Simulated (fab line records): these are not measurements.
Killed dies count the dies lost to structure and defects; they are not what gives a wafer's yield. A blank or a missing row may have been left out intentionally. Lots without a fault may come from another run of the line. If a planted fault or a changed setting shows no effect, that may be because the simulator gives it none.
The tool behind it: which one? | flow n5_finfet | Sampling: 24 lots, 72 wafers, 2 of 1938 route steps

WHAT THE GAUGES SHOWED, per wafer
N5_BEOL_M14_CD_MEAS_28 targets a cd of 284.4 nm. Usual: cd_nm reads 285.0 nm (standard deviation 2).
lot  | measured     | on        | cd_nm (nm)        | flag
L074 | day 11 02:31 | cd_sem-02 | 284.6 288.7 287.0 |
L076 | day 11 09:01 | cd_sem-02 | 286.4 284.4 289.5 |
L075 | day 11 09:53 | cd_sem-01 | 283.3 283.0 283.4 |
L077 | day 11 18:12 | cd_sem-03 | 287.1 286.5 285.1 |
L078 | day 11 22:38 | cd_sem-01 | 285.5 286.0 287.9 |
L079 | day 12 00:33 | cd_sem-01 | 288.6 287.1 282.3 |
L081 | day 13 00:26 | cd_sem-01 | 283.2 284.0 284.6 |
L080 | day 13 05:37 | cd_sem-02 | 284.8 283.3 284.8 |
L082 | day 13 12:01 | cd_sem-02 | 283.5 284.7 283.6 |
L083 | day 13 21:24 | cd_sem-01 | 285.0 283.6 283.3 |
L084 | day 13 22:58 | cd_sem-03 | 283.8 285.0 284.9 |
L086 | day 14 00:57 | cd_sem-01 | 285.9 285.4 282.0 |
L085 | day 14 08:11 | cd_sem-01 | 282.5 283.9 283.2 |
L087 | day 14 20:39 | cd_sem-01 | 282.4 282.9 282.3 |
L090 | day 15 12:01 | cd_sem-01 | 282.6 281.9 284.9 |
L088 | day 15 12:46 | cd_sem-03 | 286.6 285.6 285.0 |
L091 | day 15 15:38 | cd_sem-01 | 287.0 287.8 285.1 |
L089 | day 15 17:37 | cd_sem-01 | 288.2 286.9 290.8 |
L093 | day 16 09:29 | cd_sem-02 | 288.7 287.0 286.3 |
L092 | day 16 09:41 | cd_sem-03 | 285.2 284.8 283.6 |
L094 | day 16 10:08 | cd_sem-03 | 285.6 285.6 284.2 |
L095 | day 16 19:11 | cd_sem-01 | 285.9 285.1 286.8 |
L096 | day 17 19:10 | cd_sem-02 | 285.2 286.4 287.3 |
L097 | day 17 19:37 | cd_sem-01 | 284.1 286.2 284.3 |

N5_BEOL_M14_OVL_MEAS_29. Usual: M14_OVL 1 nm, standard deviation 6.
lot  | measured     | on         | M14_OVL (nm) | flag
L074 | day 11 02:32 | overlay-01 | 1 -3 5       |
L076 | day 11 09:02 | overlay-01 | 0 8 -1       |
L075 | day 11 09:54 | overlay-01 | 4 -6 -3      |
L077 | day 11 18:14 | overlay-01 | -11 -1 3     |
L078 | day 11 22:40 | overlay-01 | 2 -4 0       |
L079 | day 12 00:35 | overlay-02 | 1 -2 12      |
L081 | day 13 00:28 | overlay-02 | 3 10 13      |
L080 | day 13 05:38 | overlay-02 | 4 14 1       |
L082 | day 13 12:03 | overlay-01 | -4 -4 -6     |
L083 | day 13 21:26 | overlay-02 | 0 5 0        |
L084 | day 13 22:59 | overlay-01 | 11 -2 12     |
L086 | day 14 00:59 | overlay-01 | 5 -5 -6      |
L085 | day 14 08:13 | overlay-02 | 3 4 2        |
L087 | day 14 20:41 | overlay-02 | -4 -1 1      |
L090 | day 15 12:03 | overlay-01 | 5 -4 0       |
L088 | day 15 12:48 | overlay-02 | 8 2 -7       |
L091 | day 15 15:40 | overlay-01 | -8 5 -10     |
L089 | day 15 17:39 | overlay-01 | -2 -2 -7     |
L093 | day 16 09:31 | overlay-02 | -2 -11 -8    |
L092 | day 16 09:43 | overlay-02 | 12 4 13      |
L094 | day 16 10:10 | overlay-02 | 3 7 2        |
L095 | day 16 19:13 | overlay-01 | -12 -1 -3    |
L096 | day 17 19:11 | overlay-01 | -1 1 5       |
L097 | day 17 19:38 | overlay-01 | 2 6 0        |

EACH LOT AND THE TOOL THAT RAN IT (in order: tool; ch and the chambers of the sampled wafers; start)
Record: no process step prior to these readings.

WHAT THE TOOLS THEMSELVES READ (means of the sampled wafers that have a number; where no wafer has one, the mark that the record gives instead)
The record holds no such reading with a usual standard deviation.

THE ANSWER, worked out from the rows above alone
Rule: a lot counts as off when the mean over its wafers that have a number is more than 3 standard deviations away from the usual mean. A lot without any number at a reading at which 4 lots or more have one is off too. All remaining lots with rows at the step are treated as sound. After the gauges, taken in route order, come the tools' own readings; for these a lot's mean is taken, as printed above. The first step at which some lot is off is used, and at that step the reading that is off furthest; a lot without a number counts as furthest.
Nothing can be told from this: no lot is off at any reading shown.

WHAT WAS PUT IN BY THE SIMULATOR
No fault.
